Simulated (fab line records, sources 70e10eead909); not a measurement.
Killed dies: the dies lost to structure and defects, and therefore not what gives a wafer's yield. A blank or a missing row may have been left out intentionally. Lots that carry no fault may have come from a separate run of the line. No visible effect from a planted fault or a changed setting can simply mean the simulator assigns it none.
A lot that was struck, set against a sound lot -- flow nand harc -- 15 out of 1302 route steps
Sound: wafers L570.3, L570.4, L570.5. Struck: wafers L576.1, L576.6. (L576.5 of the same lot was not struck and is left out.) The cause comes at the end.
Order at every step that has rows: each side's tool, ch and its chambers, its first start. Under that, the readings that differ: sound wafers -- struck wafers -- difference of the means -- sigmas: that difference in standard deviations of wafers without a fault.
alike: words and numbers the same on both sides, and readings whose means are apart by under 2 such deviations; not compared: readings that were withheld, readings missing a value for some wafer, numbers with overlapping values and no deviation given by the record, and bounds like >300 which may hide the same value.
A row with sigmas, a row that says differs or no value, or rows on one side alone: a step with any of these is where the two part. When numbers do not overlap yet have no deviation, they are printed without sigmas and do not part them. Lack of a reading on every wafer of one side parts them only where that side has two or more wafers.

NHARC_P_GATE_DESCUM_31: chemistry O2, time 3 s.
  sound on rie diel-03 ch 0,2,3, day 8 20:01; struck on rie diel-01 ch 0,2, day 11 06:01
reading,sound,struck,difference,sigmas
oes product au (a.u.),0.994 0.998 1.005,0.979 0.985,-0.017,-2
  alike: drypump motor current A, rf vpp V, showerhead plenum p Torr, throttle valve pct
  not compared: rf hours counter h
NHARC_P_GATE_ETCH_104: etches the open film in CF4/CHF3, target depth 60 nm.
  sound on rie diel-03 ch 1,2,3, day 8 20:06; struck on rie diel-01 ch 0,2, day 11 06:05
  alike: drypump motor current A, oes product au, rf vpp V, showerhead plenum p Torr, throttle valve pct
then, 2 steps without rows for these wafers: NHARC_P_GATE_HM_OPEN_105 (chemistry O2/COS, target depth 360 nm); NHARC_P_GATE_STRIP_106 (strips in O2/COS).
NHARC_P_GATE_ETCH_114: etches the open film in CF4/O2, target depth 30 nm, overetch 3 nm, time 16.5 s.
  sound on rie diel-03 ch 0,1; struck on rie diel-01 ch 0,1
reading,sound,struck,difference,sigmas
showerhead plenum p Torr (Torr),1.31 1.28 1.28,1.41 1.42,+0.12,+2
  alike: drypump motor current A, oes product au, rf vpp V, throttle valve pct
  not compared: rf hours counter h
then, 1 step without rows for these wafers: NHARC_P_GATE_ETCH_32 (etches the open film in HBr/Cl2, target depth 150 nm, time 100.1 s).
NHARC_P_GATE_STRIP_108: strips in O2.
  sound on rie diel-03 ch 1,3, day 8 20:38; struck on rie diel-01 ch 1,2, day 11 06:50
reading,sound,struck,difference,sigmas
oes product au (a.u.),0.996 1.015 1.000,0.992 0.982,-0.017,-2
  alike: drypump motor current A, rf vpp V, showerhead plenum p Torr, throttle valve pct
  not compared: rf hours counter h
NHARC_P_GATE_CD_MEAS_33:
  sound: cd sem-02 at day 8 20:49; struck: cd sem-02 at day 11 06:57
  alike: cd nm
then, 4 steps without rows for these wafers: NHARC_P_GATE_STRIP_35 (strips in SPM, time 600 s); NHARC_P_GATE_PRECLEAN_73 (cleans in SC1); NHARC_P_GATE_SRD_74; NHARC_P_GATE_ALD_36 (deposits SiNx, target thk 20 nm, pulse time 60 s, ald cycles 223).
NHARC_P_GATE_ETCHBACK_37: etches the open film in CHF3/O2, target depth 34.5 nm, time 17.2 s.
  sound on rie diel-01 ch 0,1, day 9 06:53; struck on rie diel-01 ch 0,1, day 11 17:00
reading,sound,struck,difference,sigmas
oes product au (a.u.),1.00 1.00 1.00,0.93 0.93,-0.07,-2
run length s (s),38.7 38.5 38.7,61.0 60.8,+22.3,+45
  alike: drypump motor current A, rf vpp V, showerhead plenum p Torr, throttle valve pct
  not compared: rf hours counter h
NHARC_P_GATE_STRIP_101: strips in O2, time 20 s.
  sound on rie diel-01 ch 1,2, day 9 06:58; struck on rie diel-01 ch 0,3, day 11 17:05
  alike: drypump motor current A, oes product au, rf vpp V, showerhead plenum p Torr, throttle valve pct
  not compared: rf hours counter h
-- the record jumps here: 19 days lie between the struck wafers' starts before and after (it left off in module P_GATE and takes up again in module END, whose first step shown is number 1302 of the route) --
NHARC_END_SORT_01:
  here the record holds rows for the struck wafers (prober-01 ch 0, day 30 23:16) but none for the sound ones

== WHERE THEY PART ==
Last at NHARC_END_SORT_01 as far as this record goes, first at NHARC_P_GATE_DESCUM_31.

WHY: what had been put in by the simulator
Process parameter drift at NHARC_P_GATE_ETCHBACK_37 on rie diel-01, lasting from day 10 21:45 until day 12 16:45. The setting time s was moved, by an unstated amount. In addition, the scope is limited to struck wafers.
